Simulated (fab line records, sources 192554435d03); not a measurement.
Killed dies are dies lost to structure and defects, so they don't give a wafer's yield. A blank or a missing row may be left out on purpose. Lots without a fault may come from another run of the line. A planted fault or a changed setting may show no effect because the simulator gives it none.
A struck lot beside a sound one | flow n5_finfet | 19 steps out of a route of 1938
Sound: wafers L473.1, L473.3, L473.5. Struck: wafers L480.1, L480.6. (L480.3 of the same lot was not struck and is left out.) The cause comes at the end.
At each step with rows: each side's tool, then ch and its chambers, then its first start. Under that, the readings that differ: sound wafers | struck wafers | difference of the means | sigmas: that difference in standard deviations of wafers without a fault.
alike: readings whose means differ by less than 2 such deviations, and words and numbers that are the same on both sides. not compared: withheld readings, readings that some wafer has no value for, bounds like >300 that may hide the same value, and numbers for which the record gives no deviation and whose values overlap.
The two part at a step that has a row with sigmas, a row that says differs or no value, or rows on one side only. Numbers that don't overlap but have no deviation are shown without sigmas and don't part them. A reading that every wafer of one side lacks parts them only if that side has two wafers or more.

N5_BEOL_M12_ETCH_67: etches SiARC in CF4, target depth 143 nm, time 238.3 s.
  sound on rie_diel-06 ch 1,2, day 11 22:46; struck on rie_diel-05 ch 1,2, day 14 08:34
  reading                     | sound       | struck  | difference | sigmas
  drypump_motor_current_A (A) | 4.9 5.4 4.9 | 6.6 6.3 | +1.4       | +3
  alike: etch_rf_on_time_s, oes_product_au, rf_vpp_V, showerhead_plenum_p_Torr, throttle_valve_pct
  not compared: rf_hours_counter_h
N5_BEOL_M12_ETCH_68: etches SOC in N2/H2, time 285 s.
  sound on rie_diel-06 ch 1,2, day 11 22:55; struck on rie_diel-05 ch 1,2, day 14 08:43
  reading                     | sound       | struck  | difference | sigmas
  drypump_motor_current_A (A) | 4.9 5.5 4.9 | 6.7 6.3 | +1.4       | +2
  alike: oes_product_au, rf_vpp_V, showerhead_plenum_p_Torr, throttle_valve_pct
  not compared: rf_hours_counter_h
then, 1 step without rows for these wafers: N5_BEOL_M12_STRIP_69 (strips in N2/H2).
N5_BEOL_M12_TRENCH_ETCH_34: etches SiOC in C4F8/O2/Ar, target depth 318.95 nm, time 125.5 s.
  sound on rie_diel-06 ch 1,2, day 11 23:05; struck on rie_diel-05 ch 1,2, day 14 08:54
  reading                     | sound       | struck  | difference | sigmas
  drypump_motor_current_A (A) | 4.9 5.5 4.9 | 6.7 6.2 | +1.3       | +2
  alike: C4F8_flow_sccm, O2_flow_sccm, oes_product_au, rf_vpp_V, showerhead_plenum_p_Torr, throttle_valve_pct
  not compared: rf_hours_counter_h
then, 1 step without rows for these wafers: N5_BEOL_M12_STRIP_70 (strips in C4F8/O2/Ar).
N5_BEOL_M12_OCD_MEAS_35:
  sound on ocd-01, day 11 23:14; struck on ocd-01, day 14 09:04
  alike: trench_depth_nm
then, 6 steps without rows for these wafers: N5_BEOL_M12_STRIP_37 (strips in N2/H2); N5_BEOL_M12_ETCH_38 (etches SiCN in CF4/N2, target depth 68.7 nm, time 73.4 s); N5_BEOL_M12_PRECLEAN_39 (cleans in residue remover, time 60 s); N5_BEOL_M12_SRD_40 (time 30 s, dry time 30 s); N5_BEOL_M12_DEGAS_41 (time 60 s); N5_BEOL_M12_PRE_CLEAN_42 (time 30 s).
N5_BEOL_M12_SPUTTER_43: material TaN, target thk 15 nm, time 24.19 s.
  sound on pvd_sputter-01, day 12 03:31; struck on pvd_sputter-01, day 14 11:05
  reading                                      | sound        | struck | difference | sigmas
  model.TaN_of_BEOL_M12_SPUTTER_43.thk_nm (nm) | 15 15.4 14.8 | 24 24  | +9         |
  alike: throttle_valve_pct
N5_BEOL_M12_SPUTTER_44: material Ta, target thk 10 nm, time 16.13 s.
  sound on pvd_sputter-01, day 12 03:36; struck on pvd_sputter-01, day 14 11:10
  alike: throttle_valve_pct
N5_BEOL_M12_SPUTTER_45: material Cu, target thk 80 nm, time 13.33 s.
  sound on pvd_sputter-01, day 12 03:41; struck on pvd_sputter-01, day 14 11:14
  alike: throttle_valve_pct
then, 2 steps without rows for these wafers: N5_BEOL_M12_ECD_47 (material Cu, target thk 720 nm); N5_BEOL_M12_ANNEAL_48 (time 90 s).
N5_BEOL_M12_CMP_49: polishes, stops on SiOC, t overpolish 20.6 s, target thk 320 nm.
  sound on cmp-02 ch 0,2, day 12 04:14; struck on cmp-03 ch 0,3, day 14 11:52
  reading                      | sound          | struck    | difference | sigmas
  barrier_field_endpoint_s (s) | 31.6 31.1 31.5 | 39.9 42.1 | +9.6       | +14
  alike: motor_current_A, slurry_flow_ml_min
N5_BEOL_M12_THK_MEAS_50: measures by xrf.
  sound on film_metro-02, day 12 04:32; struck on film_metro-01, day 14 12:05
  alike: M12_THK

WHERE THEY PART
First at N5_BEOL_M12_ETCH_67; last, within this record, at N5_BEOL_M12_CMP_49. Later steps at which nothing parts them and some readings are alike: N5_BEOL_M12_THK_MEAS_50.

WHY: what the simulator had put in
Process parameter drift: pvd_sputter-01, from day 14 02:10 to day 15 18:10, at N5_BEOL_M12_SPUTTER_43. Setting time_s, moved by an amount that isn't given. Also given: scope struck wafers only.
